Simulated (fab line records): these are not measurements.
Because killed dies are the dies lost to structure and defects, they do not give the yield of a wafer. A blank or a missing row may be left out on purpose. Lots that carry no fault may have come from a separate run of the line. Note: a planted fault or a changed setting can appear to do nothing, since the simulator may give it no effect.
Struck lot and sound lot, side by side + flow n5Finfet + 36 out of 1938 route steps
Sound: these wafers, L708.1, L708.2, L708.4. Struck: wafer L713.3 (L713.1, L713.4, from the same lot, were not struck and are left out); the cause is given at the end.
Per side, at each step with rows, come the tool, then ch with its chambers, and then its first start. Under that, the readings that differ: sound wafers + struck wafers + difference of the means + sigmas: that difference in standard deviations of wafers without a fault.
alike: readings with means less than 2 such deviations apart, plus words and numbers identical on both sides. not compared: withheld readings, readings lacking a value on some wafer, bounds such as >300 that could conceal the same value, and numbers that have no deviation in the record and whose values overlap.
The two part at a step that has a row with sigmas, a row that says differs or no value, or rows on one side only. Non-overlapping numbers with no deviation appear without sigmas and do not part them. A reading that every wafer of one side lacks parts them only if that side has two wafers or more.

first, 9 steps without rows for these wafers: N5_MOL_CONTACT_COAG_COAT_02 (resist thk 30 nm); N5_MOL_CONTACT_COAG_EBR_04; N5_MOL_CONTACT_COAG_SOFTBAKE_03 (time 60 s); N5_MOL_CONTACT_COAG_EXPOSE_05 (exposes mask CA, defocus 0 nm); N5_MOL_CONTACT_COAG_PEB_06 (peb time 60 s); N5_MOL_CONTACT_COAG_DEVELOP_07 (develop time 30 s); N5_MOL_CONTACT_COAG_DESCUM_13 (chemistry O2, time 7 s); N5_MOL_CONTACT_COAG_ETCH_59 (etches underlayer in N2/H2, target depth 13 nm, time 10.4 s); N5_MOL_CONTACT_COAG_ETCH_105 (etches SiARC in CF4, target depth 15.6 nm, time 26 s).
N5_MOL_CONTACT_COAG_ETCH_106: etches SOC in N2/H2, target depth 80 nm, overetch 16 nm, time 120 s.
  sound on rieDiel-02 ch 1,2,3, day 8 04:35; struck on rieDiel-04 ch 0, day 9 04:01
| reading                      | sound             | struck | difference | sigmas |
|------------------------------|-------------------|--------|------------|--------|
| oesProductAu (a.u.)          | 0.70 0.63 0.62    | 0.82   | +0.17      | +3     |
| rfHoursCounterH (h)          | 130 220 230       | 25     | -168       |        |
| rfVppV (V)                   | 521.1 520.3 524.5 | 528.8  | +6.8       | +3     |
| showerheadPlenumPTorr (Torr) | 2.45 2.41 2.63    | 2.72   | +0.22      | +2     |
  alike: drypumpMotorCurrentA, n2FlowSccm, tempC, throttleValvePct
then, 25 steps without rows for these wafers: N5_MOL_CONTACT_COAG_STRIP_107 (strips in N2/H2); N5_MOL_CONTACT_COAG_STRIP_108 (strips in N2/H2); N5_MOL_CONTACT_COAG_CONTACT_ETCH_14 (etches SiO2 in C4F6/O2, target depth 27.5 nm, overetch 8.5 nm, time 20 s); N5_MOL_CONTACT_COAG_STRIP_109 (strips in C4F6/O2); N5_MOL_CONTACT_COAG_ETCH_15 (etches SiNx in CH3F/O2, stops on Si:P, target depth 7 nm); N5_MOL_CONTACT_COAG_ETCH_110 (etches Si in CF4/O2, target depth 2.5 nm, time 8 s); N5_MOL_CONTACT_COAG_STRIP_98 (strips in N2/H2); N5_MOL_CONTACT_COAG_IMPLANT_129; N5_MOL_CONTACT_COAG_PRECLEAN_111 (cleans in NF3:NH3, afs cycles 1, time 20 s, sublimation time 60 s); N5_MOL_CONTACT_COAG_TI_SIL_19 (material Ti, target thk 4.2 nm, time 15 s); N5_MOL_CONTACT_COAG_ALD_20 (deposits TiN, target thk 1.5 nm, pulse time 1 s, purge time 3 s); N5_MOL_CONTACT_COAG_SIL_ANNEAL_21 (time 60 s); N5_MOL_CONTACT_COAG_PRE_CLEAN_141 (time 60 s); N5_MOL_CONTACT_COAG_SPUTTER_143 (material Co, target thk 2.5 nm); N5_MOL_CONTACT_COAG_CO_FILL_22 (material Co, precursor CCTBA/H2, target thk 20 nm); N5_MOL_CONTACT_COAG_ANNEAL_113 (time 300 s); N5_MOL_CONTACT_COAG_PRE_CLEAN_142 (time 60 s); N5_MOL_CONTACT_COAG_SPUTTER_130 (material Co, target thk 47.5 nm); N5_MOL_CONTACT_COAG_PRECLEAN_125 (cleans in DIW, time 57.5 s); N5_MOL_CONTACT_COAG_SRD_126 (dry time 32 s); N5_MOL_CONTACT_COAG_CMP_23 (polishes, stops on SiO2, t overpolish 1.5 s, target thk 0 nm); N5_MOL_CONTACT_COAG_WET_ETCH_26 (target Co, target depth 13 nm); N5_MOL_CONTACT_COAG_WET_ETCH_116 (etches the open film in SC1-inhibited, target depth 4.6 nm, rinse time 30 s); N5_MOL_CONTACT_COAG_ALD_27 (deposits SiOC, target thk 17 nm, pulse time 1.5 s, time 2720 s); N5_MOL_CONTACT_COAG_CMP_28 (polishes, stops on SiNx, t overpolish 0.85 s, target thk 14.522 nm).
-- here the record skips 8 days between the struck wafers' starts before and after, leaving off in module MOL_CONTACT_COAG and picking up in module PASSIVATION (first step shown: number 1936 of the route) --
N5_PASSIVATION_PROBE_49:
  sound: prober-01 at day 16 15:19; struck: prober-01 at day 17 08:15
| reading                 | sound       | struck | difference | sigmas |
|-------------------------|-------------|--------|------------|--------|
| killedAtContacts        | 20 26 20    | 81     | +59        | +9     |
| killedOnRim             | 13 17 19    | 30     | +14        | +4     |
| killedOpen              | 89 86 60    | 51     | -27        | -2     |
| sort_bin_5_function (%) | 5.8 6.3 4.7 | 8.3    | +2.7       | +3     |
  alike: defectLimitedYield, killed_at_M0_to_M3, killed_at_M4_up, killedAtFrontEnd, killedAtOther, killedDies, killedShort, sort_bin_4_leakage, sort_bin_6_memory, sortNPass, sortYieldPct

== WHERE THEY PART ==
Earliest at N5_MOL_CONTACT_COAG_ETCH_106; latest, in this record, at N5_PASSIVATION_PROBE_49.

WHY: whatever the simulator had introduced
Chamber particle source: rieDiel-04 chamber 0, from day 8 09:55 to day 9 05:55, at N5_MOL_CONTACT_COAG_ETCH_106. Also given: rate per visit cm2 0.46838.
